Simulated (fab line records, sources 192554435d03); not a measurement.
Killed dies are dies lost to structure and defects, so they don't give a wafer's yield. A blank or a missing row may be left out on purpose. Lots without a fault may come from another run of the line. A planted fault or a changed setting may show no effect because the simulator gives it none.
Chamber matching | flow n5_finfet | N5_BEOL_M9_ETCH_61 on rie_diel-02: 4 sister chambers
The step etches SiARC in CF4, target depth 39 nm, time 65 s. 14 wafers are shown with their chamber, then 7 later ones without.

WAFERS WITH THEIR CHAMBER
wafer  | chamber | showerhead_plenum_p_Torr (Torr) | throttle_valve_pct (%) | drypump_motor_current_A (A)
L075.2 | 1       | 2.11                            | 15.48                  | 6.1
L075.5 | 1       | 2.11                            | 15.50                  | 6.2
L075.6 | 2       | 2.17                            | 15.90                  | 6.7
L079.1 | 2       | 2.17                            | 15.89                  | 6.7
L079.2 | 1       | 2.11                            | 15.49                  | 6.2
L079.4 | 0       | 2.27                            | 15.29                  | 5.0
L081.1 | 2       | 2.16                            | 15.92                  | 6.8
L081.3 | 0       | 2.27                            | 15.29                  | 5.1
L081.5 | 2       | 2.16                            | 15.91                  | 6.7
L086.1 | 2       | 2.16                            | 15.94                  | 6.8
L086.2 | 3       | 2.12                            | 15.76                  | 6.5
L086.5 | 1       | 2.11                            | 15.51                  | 6.2
L087.3 | 3       | 2.12                            | 15.78                  | 6.5
L087.4 | 0       | 2.26                            | 15.31                  | 5.0

SIGNATURES (means of the wafers above)
reading                  | chamber 0 | chamber 1 | chamber 2 | chamber 3 | scatter within a chamber
showerhead_plenum_p_Torr | 2.2667    | 2.1100    | 2.1640    | 2.1200    | 0.00432
throttle_valve_pct       | 15.2967   | 15.4950   | 15.9120   | 15.7700   | 0.0156
drypump_motor_current_A  | 5.033     | 6.175     | 6.740     | 6.500     | 0.0512
Rule: a wafer's distance from a chamber is the root of the sum, over the readings, of the square of ((its reading less the chamber's mean) divided by the reading's scatter). The wafer belongs to the nearest chamber; if the next one is less than 2 further off, it can't be placed. The scatter: the root of (the sum of the squares of (reading less its chamber's mean) over the shown wafers, divided by (wafers less chambers)).

WAFERS WITHOUT THEIR CHAMBER
wafer  | showerhead_plenum_p_Torr (Torr) | throttle_valve_pct (%) | drypump_motor_current_A (A)
L087.6 | 2.11                            | 15.54                  | 6.2
L089.1 | 2.11                            | 15.52                  | 6.2
L089.2 | 2.26                            | 15.31                  | 5.0
L089.4 | 2.12                            | 15.78                  | 6.5
L094.1 | 2.12                            | 15.79                  | 6.4
L094.4 | 2.15                            | 15.98                  | 6.7
L094.6 | 2.26                            | 15.34                  | 5.0

WHICH CHAMBER EACH WENT THROUGH
wafer  | from the rows above | in truth
L087.6 | 1                   | 1
L089.1 | 1                   | 1
L089.2 | 0                   | 0
L089.4 | 3                   | 3
L094.1 | 3                   | 3
L094.4 | 2                   | 2
L094.6 | 0                   | 0
Placed correctly: 7 of 7. Can't be placed from these rows: 0. Placed wrongly: 0.
